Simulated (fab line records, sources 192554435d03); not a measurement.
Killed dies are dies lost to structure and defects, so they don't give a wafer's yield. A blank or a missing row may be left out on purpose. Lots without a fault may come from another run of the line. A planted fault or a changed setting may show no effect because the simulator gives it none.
Split-lot experiment | flow n5_finfet | 7 lots, 39 wafers read, on a route of 1938 steps

THE SPLIT
At N5_BEOL_M0_SAQP_ETCH_106 (etches SOC in N2/H2, stops on SiNx, target depth 150 nm), the setting target_depth_a was moved away from the recipe's 1500 angstrom on 12 of the 39 wafers read, by -57.9% to +35.3%. The other wafers ran this setting at the recipe's value.

The reading is taken at the split's own step.

THE READING
SOC_of_BEOL_M0_SAQP_COAT_105.thk_nm (the simulator's own value, which no gauge read), in nm, at N5_BEOL_M0_SAQP_ETCH_106 (etches SOC in N2/H2, stops on SiNx, target depth 150 nm). The file gives no usual value for it. The 27 wafers here that ran the recipe average 23.2 nm, standard deviation 1.4 nm.

wafer  | tool, chamber at the split | target_depth_a as run, angstrom | against the recipe | SOC_of_BEOL_M0_SAQP_COAT_105.thk_nm, nm | against lot-mates on the recipe
L076.1 | rie_diel-05, 3             | 1500                            | recipe             | 25.4                                    | -
L076.2 | rie_diel-05, 1             | 1500                            | recipe             | 21.6                                    | -
L076.3 | rie_diel-05, 0             | 1500                            | recipe             | 22.2                                    | -
L076.4 | rie_diel-05, 2             | 1500                            | recipe             | 22.8                                    | -
L076.5 | rie_diel-05, 1             | 1500                            | recipe             | 21.2                                    | -
L076.6 | rie_diel-05, 2             | 1500                            | recipe             | 23.6                                    | -
L078.1 | rie_diel-03, 0,1           | 1500                            | recipe             | 22.8                                    | -
L078.3 | rie_diel-03, 0,1           | 1500                            | recipe             | 22.8                                    | -
L078.2 | rie_diel-03, 2             | 1500                            | recipe             | 23.8                                    | -
L078.4 | rie_diel-03, 3,0,1         | 2029                            | +35.3%             | 0                                       | -23.1
L078.5 | rie_diel-03, 3,0,1         | 2029                            | +35.3%             | 0                                       | -23.1
L078.6 | rie_diel-03, 3,0,1         | 2029                            | +35.3%             | 0                                       | -23.1
L080.1 | rie_diel-05, 1             | 1500                            | recipe             | 21.6                                    | -
L080.2 | rie_diel-05, 2             | 1500                            | recipe             | 23.4                                    | -
L080.4 | rie_diel-05, 0             | 1500                            | recipe             | 22                                      | -
L081.1 | rie_diel-04, 3             | 1500                            | recipe             | 22.6                                    | -
L081.2 | rie_diel-04, 2             | 1500                            | recipe             | 24.4                                    | -
L081.3 | rie_diel-04, 1             | 926.9                           | -38.2%             | 51.6                                    | +27.4
L081.4 | rie_diel-04, 0             | 1500                            | recipe             | 25.6                                    | -
L081.5 | rie_diel-04, 2             | 926.9                           | -38.2%             | 52.8                                    | +28.6
L081.6 | rie_diel-04, 1             | 926.9                           | -38.2%             | 51.4                                    | +27.2
L083.1 | rie_diel-03, 1             | 1500                            | recipe             | 24.8                                    | -
L083.2 | rie_diel-03, 0             | 630.8                           | -57.9%             | 69                                      | +44.8
L083.3 | rie_diel-03, 3             | 630.8                           | -57.9%             | 67.4                                    | +43.2
L083.4 | rie_diel-03, 0             | 630.8                           | -57.9%             | 68.2                                    | +44.0
L083.5 | rie_diel-03, 1             | 1500                            | recipe             | 24.6                                    | -
L083.6 | rie_diel-03, 3             | 1500                            | recipe             | 23.2                                    | -
L090.1 | rie_diel-04, 0             | 1500                            | recipe             | 26                                      | -
L090.2 | rie_diel-04, 1             | 1500                            | recipe             | 21                                      | -
L090.3 | rie_diel-04, 2             | 1500                            | recipe             | 23.4                                    | -
L090.4 | rie_diel-04, 3             | 1500                            | recipe             | 22                                      | -
L090.5 | rie_diel-04, 1             | 1500                            | recipe             | 21.2                                    | -
L090.6 | rie_diel-04, 0             | 1500                            | recipe             | 25.4                                    | -
L096.1 | rie_diel-04, 0             | 790.7                           | -47.3%             | 61.4                                    | +38.0
L096.2 | rie_diel-04, 1             | 1500                            | recipe             | 22.8                                    | -
L096.3 | rie_diel-04, 2             | 1500                            | recipe             | 24.8                                    | -
L096.4 | rie_diel-04, 3             | 790.7                           | -47.3%             | 59.4                                    | +36.0
L096.5 | rie_diel-04, 1             | 1500                            | recipe             | 22.6                                    | -
L096.6 | rie_diel-04, 2             | 790.7                           | -47.3%             | 60.2                                    | +36.8
Where a row lists several chambers, the file gives one row for several wafers and doesn't say which wafer went through which chamber.

THE FIT
A straight line over all 39 wafers: SOC_of_BEOL_M0_SAQP_COAT_105.thk_nm changes by -0.75 nm for each +1% of target_depth_a; r = -1.00; the points scatter about the line by 1.6 nm.
The same after taking each lot's own level away (the mean of its wafers on the recipe; 39 wafers): -0.738 nm for each +1%; r = -1.00; scatter 1.5 nm.
On that fit, the largest move of target_depth_a shifts the reading by 43 nm.
The lots' own levels span 22.33 to 24.20 nm, that is 1.3 times the standard deviation above.
So the lot-to-lot level changes the slope little: the two slopes agree.
Check: with one of the wafers moved furthest among these (-57.9%) left out of the fit, the line predicts +43 nm for it against its lot-mates. It came out at +44.8 nm against them.

OTHER SPLITS ON THESE WAFERS
These wafers also went through other splits before the reading. Each is held against what the fit with the lots' levels taken away leaves over:
other split on the same wafers           | wafers away from the commonest value | r with SOC_of_BEOL_M0_SAQP_COAT_105.thk_nm (lot level and that fit taken away)
N5_PMOS_HMC_CHANNEL_EPI_HM_DEP_34 time_s | 12                                   | +0.15
N5_SD_EPI_N_EPI_21 epi_growth_time_s     | 15                                   | +0.22
N5_HKMG_FIN_DEVELOP_11 develop_time_s    | 15                                   | -0.18
N5_MOL_CONTACT_COAG_ALD_133 ald_cycles   | 18                                   | -0.01

THE WHOLE CHAIN: every reading that the file lists as answering this split, in the file's order
step                     | what it does                                            | reading                                                                              | change (the file's fit)                                                          | r (the file's)
N5_BEOL_M0_SAQP_ETCH_106 | etches SOC in N2/H2, stops on SiNx, target depth 150 nm | SOC_of_BEOL_M0_SAQP_COAT_105.thk_nm (the simulator's own value, which no gauge read) | -0.744 nm for each +1% of the setting                                            | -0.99
N5_BEOL_M0_SAQP_ETCH_107 | etches SiNx in CH3F/O2, target depth 30 nm              | SOC_of_BEOL_M0_SAQP_COAT_105.thk_nm (the simulator's own value, which no gauge read) | not straight: 57.27 at the lowest setting, 12.24 at the recipe, 0 at the highest | not given

THE FILE'S OWN FIT
SOC_of_BEOL_M0_SAQP_COAT_105.thk_nm changes by -0.744 nm for each +1% of target_depth_a, r = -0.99.
